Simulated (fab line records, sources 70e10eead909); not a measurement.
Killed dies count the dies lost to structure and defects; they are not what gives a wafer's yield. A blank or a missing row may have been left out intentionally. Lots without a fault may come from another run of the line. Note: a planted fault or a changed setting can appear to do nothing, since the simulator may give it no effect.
Matching of chambers    flow nand-harc    NHARC_A_CHANNEL_FILL_D1_CMP_10 on cmp-03 has 4 sister chambers
The step polishes, target thk 150 nm. 4 wafers are shown with their chamber, then 8 later ones without.

== WAFERS PAIRED WITH THEIR CHAMBERS ==
wafer   chamber  motor-current-A (A)
L083.2  3        13.8
L083.4  1        11.7
L083.5  2        13.0
L086.1  0        10.4

== WAFERS WITH NO CHAMBER GIVEN ==
wafer   motor-current-A (A)
L086.2  13.5
L086.4  11.3
L097.3  10.7
L097.4  13.3
L097.6  10.4
L096.3  10.0
L096.4  11.4
L096.5  12.7

== WHICH CHAMBER EACH ONE RAN IN ==
wafer   from the rows above      in truth
L086.2  can't be placed: 3 or 2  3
L086.4  can't be placed: 1 or 0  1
L097.3  0                        0
L097.4  can't be placed: 2 or 3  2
L097.6  0                        0
L096.3  0                        0
L096.4  1                        1
L096.5  2                        2
Correct placement for 5 of the 8. From these rows, 3 cannot be placed; in 3 the true chamber is one of the candidates. 0 placed wrongly.
How it was worked out, from the rows above alone: a wafer's distance from a chamber is the root of the sum, over the readings, of the square of ((its reading less the chamber's mean) divided by the reading's scatter). If the next closest chamber is less than 2 further off than the closest, the wafer can't be placed; otherwise it belongs to the closest. For every chamber, the mean is computed from those of its wafers that are shown. The scatter: root of mean squared gap, hidden wafer to nearest shown wafer, with one shown wafer a chamber.
